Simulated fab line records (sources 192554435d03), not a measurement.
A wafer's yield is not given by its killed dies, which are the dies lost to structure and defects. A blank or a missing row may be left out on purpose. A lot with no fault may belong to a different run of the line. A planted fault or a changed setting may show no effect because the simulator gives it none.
Chamber matching | flow n5-finfet | N5_BEOL_M6_DESCUM_16 on rie-diel-04: 4 sister chambers
The step chemistry O2, time 7.9 s. 14 wafers are shown with their chamber, then 7 later ones without.

WAFERS PAIRED WITH THEIR CHAMBERS
wafer  | chamber | drypump-motor-current-A (A) | throttle-valve-pct (%) | oes-product-au (a.u.)
L074.2 | 3       | 5.5                         | 20.01                  | 0.97
L074.3 | 1       | 6.0                         | 19.99                  | 0.85
L074.4 | 2       | 5.9                         | 20.62                  | 0.81
L079.1 | 0       | 5.4                         | 20.34                  | 0.86
L079.4 | 2       | 5.9                         | 20.63                  | 0.79
L079.6 | 1       | 6.0                         | 19.97                  | 0.83
L080.3 | 2       | 5.9                         | 20.65                  | 0.79
L080.4 | 3       | 5.6                         | 20.04                  | 0.92
L080.5 | 2       | 5.9                         | 20.63                  | 0.80
L086.1 | 1       | 6.0                         | 20.02                  | 0.82
L086.5 | 3       | 5.6                         | 20.06                  | 0.88
L086.6 | 2       | 6.0                         | 20.65                  | 0.78
L089.1 | 0       | 5.4                         | 20.41                  | 0.83
L089.4 | 3       | 5.6                         | 20.08                  | 0.86

SIGNATURES (averages over the wafers above)
reading                 | chamber 0 | chamber 1 | chamber 2 | chamber 3 | scatter within a chamber
drypump-motor-current-A | 5.400     | 6.000     | 5.920     | 5.575     | 0.0394
throttle-valve-pct      | 20.3750   | 19.9933   | 20.6360   | 20.0475   | 0.0267
oes-product-au          | 0.8450    | 0.8333    | 0.7940    | 0.9075    | 0.0292
Rule: distance of a wafer from a chamber = root of the sum over the readings of ((wafer's reading minus chamber's mean) / reading's scatter) squared. The wafer belongs to the nearest chamber; if the next one is less than 2 further off, it can't be placed. How the scatter is found: for the shown wafers, subtract from each reading the mean of its chamber, square and add these, divide the total by (wafers less chambers), then take the root.

WAFERS WITHOUT THEIR CHAMBER
wafer  | drypump-motor-current-A (A) | throttle-valve-pct (%) | oes-product-au (a.u.)
L089.6 | 5.4                         | 20.39                  | 0.83
L093.1 | 5.4                         | 20.39                  | 0.82
L093.5 | 5.4                         | 20.39                  | 0.83
L093.6 | 6.0                         | 20.02                  | 0.79
L097.3 | 6.0                         | 20.05                  | 0.78
L097.4 | 5.4                         | 20.43                  | 0.81
L097.6 | 6.0                         | 20.05                  | 0.78

THE CHAMBER EACH PASSED THROUGH
wafer  | from the rows above | in truth
L089.6 | 0                   | 0
L093.1 | 0                   | 0
L093.5 | 0                   | 0
L093.6 | 1                   | 1
L097.3 | 1                   | 1
L097.4 | 0                   | 0
L097.6 | 1                   | 1
7 of 7 placed correctly. Number that these rows cannot place: 0. Number placed wrongly: 0.
